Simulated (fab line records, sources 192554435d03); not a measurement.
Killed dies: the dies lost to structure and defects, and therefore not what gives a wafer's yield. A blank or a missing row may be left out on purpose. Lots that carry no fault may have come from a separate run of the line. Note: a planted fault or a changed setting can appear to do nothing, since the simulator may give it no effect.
A single fault, viewed from 2 desks	flow n5 finfet	only its own numbers are on each desk; what lay behind them is given at the end

FROM THE METROLOGY DESK
Means of the sampled wafers that have a number, per lot and without regard to the tool the lot ran on: this is what the gauges read. Marked OUT: a lot whose mean sits more than 4 standard deviations from the usual mean, which makes it out of limits; the brackets give that distance.
Columns: A = M7_RS at N5_BEOL_M7_RS_MEAS_57, usual 0.288 ohm/sq; B = M8_ILD_THK at N5_BEOL_M8_THK_MEAS_01, usual 155.1 nm; C = cd nm at N5_BEOL_M8_CD_MEAS_11, usual 38.7 nm; D = M8_OVL at N5_BEOL_M8_OVL_MEAS_12, usual 0.2 nm
lot	first seen here	A	B	C	D
L368	day 8 12:20	0.283	155.0	38.2	0.4
L370	day 10 09:15	0.288	154.5	38.9	0.9
L378	day 11 22:46	0.297	154.4	38.2	0.8
L379	day 12 02:10	0.284	154.9	39.1	0.9
L380	day 12 11:23	0.285	152.6	37.9	0.3
L384	day 13 12:13	0.283	156.7	39.3	1.5
Result from this desk: across the 6 lots, nothing is out of limits.

THE DEFECT DESK
For each lot, the counts of the inspections along the route, averaged over the sampled wafers that have a number. Marked OUT: a lot whose mean sits more than 4 standard deviations from the usual mean, which makes it out of limits; the brackets give that distance.
Columns: A = raw defect count at N5_BEOL_M7_INSPECT_58, usual 72; B = raw defect count at N5_BEOL_M8_INSPECT_13, usual 402
lot	first seen here	A	B
L368	day 8 12:21	96	561
L370	day 10 09:17	48	327
L378	day 11 22:47	97	586
L379	day 12 02:11	96	392
L380	day 12 11:25	62	318
L384	day 13 12:15	70	405
Result from this desk: across the 6 lots, nothing is out of limits.

ALL TOGETHER
Metrology desk: nothing out of limits seen.
No out-of-limits result turned up at the defect desk.

WHAT HAD BEEN PUT IN BY THE SIMULATOR
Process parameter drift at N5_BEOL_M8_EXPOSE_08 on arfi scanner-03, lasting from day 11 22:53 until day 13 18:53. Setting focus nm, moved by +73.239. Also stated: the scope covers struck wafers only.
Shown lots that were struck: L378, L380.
